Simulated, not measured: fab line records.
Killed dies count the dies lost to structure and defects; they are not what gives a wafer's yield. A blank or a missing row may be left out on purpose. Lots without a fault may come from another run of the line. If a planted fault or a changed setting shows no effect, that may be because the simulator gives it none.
Chamber matching -- flow nandHarc -- cmp-02 running NHARC_P_STI_CMP_21: 4 sister chambers
The step polishes, t overpolish 20 s, target thk 380.67 nm. 14 wafers are shown with their chamber, then 7 later ones without.

== WAFERS, EACH WITH ITS CHAMBER ==
wafer,chamber,motorCurrentA (A),overpolishRunS (s)
L075.1,1,12.9,20.000
L075.3,2,11.6,20.001
L075.5,2,11.2,19.995
L079.3,2,10.8,19.995
L079.4,1,12.9,19.991
L079.5,1,12.8,20.001
L084.2,3,12.2,19.990
L084.4,2,12.2,19.992
L084.5,0,12.3,20.017
L085.3,1,12.9,19.994
L085.4,0,12.7,19.989
L085.6,2,12.4,19.978
L086.2,3,12.1,20.003
L086.4,1,12.4,19.999

SIGNATURES (averages over the wafers above)
reading,chamber 0,chamber 1,chamber 2,chamber 3,scatter within a chamber
motorCurrentA,12.500,12.780,11.640,12.150,0.454
overpolishRunS,20.00300,19.99700,19.99220,19.99650,0.00919
Rule: for a wafer and a chamber, the distance is found by dividing, reading by reading, the gap between the wafer's reading and the chamber's mean by the reading's scatter, squaring, summing and taking the root. If the next closest chamber is less than 2 further off than the closest, the wafer can't be placed; otherwise it belongs to the closest. How the scatter is found: for the shown wafers, subtract from each reading the mean of its chamber, square and add these, divide the total by (wafers less chambers), then take the root.

== WAFERS MISSING THEIR CHAMBER ==
wafer,motorCurrentA (A),overpolishRunS (s)
L086.5,12.4,20.015
L090.2,11.9,20.006
L090.4,12.0,19.989
L090.6,11.6,20.005
L095.2,12.6,20.007
L095.5,11.5,19.999
L095.6,12.6,19.997

== CHAMBER TAKEN BY EACH ==
wafer,from the rows above,in truth
L086.5,can't be placed: 0 or 3 or 1 or 2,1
L090.2,can't be placed: 3 or 0 or 2 or 1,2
L090.4,can't be placed: 2 or 3 or 0 or 1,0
L090.6,can't be placed: 2 or 3 or 0 or 1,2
L095.2,can't be placed: 0 or 1 or 3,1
L095.5,can't be placed: 2 or 3 or 0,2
L095.6,can't be placed: 1 or 0 or 3 or 2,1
Correctly placed: 0 of 7. From these rows, 7 cannot be placed; in 7 the true chamber is one of the candidates. 0 placed wrongly.
